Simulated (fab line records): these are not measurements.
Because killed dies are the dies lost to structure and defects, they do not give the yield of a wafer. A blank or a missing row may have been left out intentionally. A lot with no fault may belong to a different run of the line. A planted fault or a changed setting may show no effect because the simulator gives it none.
A single fault, viewed from 2 desks :: flow n5 finfet :: each desk holds nothing but its own numbers, with what lay behind them at the end

TOOL OWNER'S DESK, ald sin-01
The tool's own readings at N5_FIN_SAQP_SPACER2_ALD_28 (deposits SiO2, target thk 8.1 nm, pulse time 1 s, purge time 2 s): means of the sampled wafers that have a number, for each lot that ran on this tool. A lot is out of limits, marked OUT, if its mean lies more than 4 standard deviations from the usual mean; the brackets give that distance.
Columns: A = heater power w at N5_FIN_SAQP_SPACER2_ALD_28, usual 479 W; B = precursor pulse height rel at N5_FIN_SAQP_SPACER2_ALD_28, usual 1.000
lot: L634
first seen here: day 3 07:31
A: 467
B: 1.006

lot: L639
first seen here: day 4 14:28
A: 465
B: 1.001

lot: L642
first seen here: day 5 09:36
A: 458
B: 1.003

lot: L643
first seen here: day 5 13:46
A: 476
B: 1.003

lot: L644
first seen here: day 5 19:43
A: 470
B: 0.990
Result from this desk: across the 5 lots, nothing is out of limits.

THE METROLOGY DESK
Lot by lot, what the gauges showed, no matter which tool ran the lot: averages of those sampled wafers that carry a number. A lot is out of limits, marked OUT, if its mean lies more than 4 standard deviations from the usual mean; the brackets give that distance. Shown are 7 of the 19 readings it has, namely the first that went out of limits plus those furthest out on some lot.
Columns: A = cd nm at N5_FIN_SAQP_CD_MEAS_31, usual 8.12 nm; B = cd nm at N5_FIN_SAQP_CD_MEAS_37, usual 8.14 nm; C = cd nm at N5_STI_FIN_REVEAL_CD_MEAS_22, usual 6.31 nm; D = ION_N at N5_BEOL_M4_RC_MEAS_101, usual 677 uA/um; E = VT_N at N5_BEOL_M4_RC_MEAS_101, usual 250 mV; F = VT_N_LVT at N5_BEOL_M4_RC_MEAS_101, usual 99 mV; G = VT_P_LVT at N5_BEOL_M4_RC_MEAS_101, usual -99 mV
lot: L629
first seen here: day 2 01:47
A: 8.20
B: 8.07
C: 6.17
D: 681
E: 248
F: 100
G: -96

lot: L631
first seen here: day 2 13:27
A: 7.86
B: 8.46
C: 6.48
D: 681
E: 248
F: 95
G: -98

lot: L632
first seen here: day 2 19:36
A: 8.04
B: 8.18
C: 6.28
D: 689
E: 245
F: 95
G: -92

lot: L633
first seen here: day 3 02:17
A: 8.20
B: 8.22
C: 6.24
D: 672
E: 251
F: 101
G: -102

lot: L634
first seen here: day 3 08:15
A: 8.21
B: 8.20
C: 6.29
D: 672
E: 251
F: 98
G: -103

lot: L636
first seen here: day 3 19:35
A: 8.09
B: 7.94
C: 6.11
D: 674
E: 251
F: 100
G: -100

lot: L638
first seen here: day 4 08:02
A: 8.31
B: 8.13
C: 6.14
D: 681
E: 251
F: 98
G: -97

lot: L639
first seen here: day 4 14:59
A: 8.21
B: 8.24
C: 6.38
D: 686
E: 247
F: 97
G: -100

lot: L642
first seen here: day 5 10:11
A: 5.41 (-12) OUT
B: 5.37 (-10) OUT
C: 3.54 (-9.6) OUT
D: 545 (-8.8) OUT
E: 291 (+10) OUT
F: 140 (+12) OUT
G: -126 (-7.6) OUT

lot: L643
first seen here: day 5 14:17
A: 5.79 (-11) OUT
B: 5.71 (-9.0) OUT
C: 3.85 (-8.5) OUT
D: 548 (-8.6) OUT
E: 286 (+8.9) OUT
F: 138 (+11) OUT
G: -124 (-7.0) OUT

lot: L644
first seen here: day 5 20:14
A: 5.76 (-11) OUT
B: 5.55 (-9.6) OUT
C: 4.13 (-7.5) OUT
D: 543 (-8.9) OUT
E: 288 (+9.1) OUT
F: 136 (+10) OUT
G: -124 (-7.3) OUT

lot: L645
first seen here: day 6 01:25
A: 8.01
B: 8.35
C: 6.59
D: 685
E: 250
F: 96
G: -99

lot: L647
first seen here: day 6 14:44
A: 8.09
B: 8.12
C: 6.38
D: 665
E: 253
F: 99
G: -104

lot: L650
first seen here: day 7 09:08
A: 8.01
B: 8.26
C: 6.55
D: 688
E: 246
F: 96
G: -98

lot: L652
first seen here: day 7 19:44
A: 8.00
B: 8.01
C: 6.19
D: 656
E: 258
F: 104
G: -108
This desk's finding: out of limits on L642, L643, L644; first on L642, day 5 10:11 (cd nm at N5_FIN_SAQP_CD_MEAS_31). In limits: L629, L631, L632, L633, L634, L636, L638, L639, L645, L647, L650, L652.

ALL TOGETHER
The metrology desk could have raised an alarm at day 5 10:11, on L642, L643, L644.
The desk of the tool owner found nothing out of limits.
Tool owner's desk: L642, L643, L644 on record, inside its limits.
The lots listed all ran N5_FIN_SAQP_SPACER2_ALD_28 on ald sin-01.

WHAT HAD BEEN PUT IN BY THE SIMULATOR
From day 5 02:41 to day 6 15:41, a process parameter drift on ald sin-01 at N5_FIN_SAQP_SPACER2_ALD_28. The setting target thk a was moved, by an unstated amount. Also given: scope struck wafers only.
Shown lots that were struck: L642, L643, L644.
Hours from the fault's start to each desk's first reading out of limits: the metrology desk, 8.
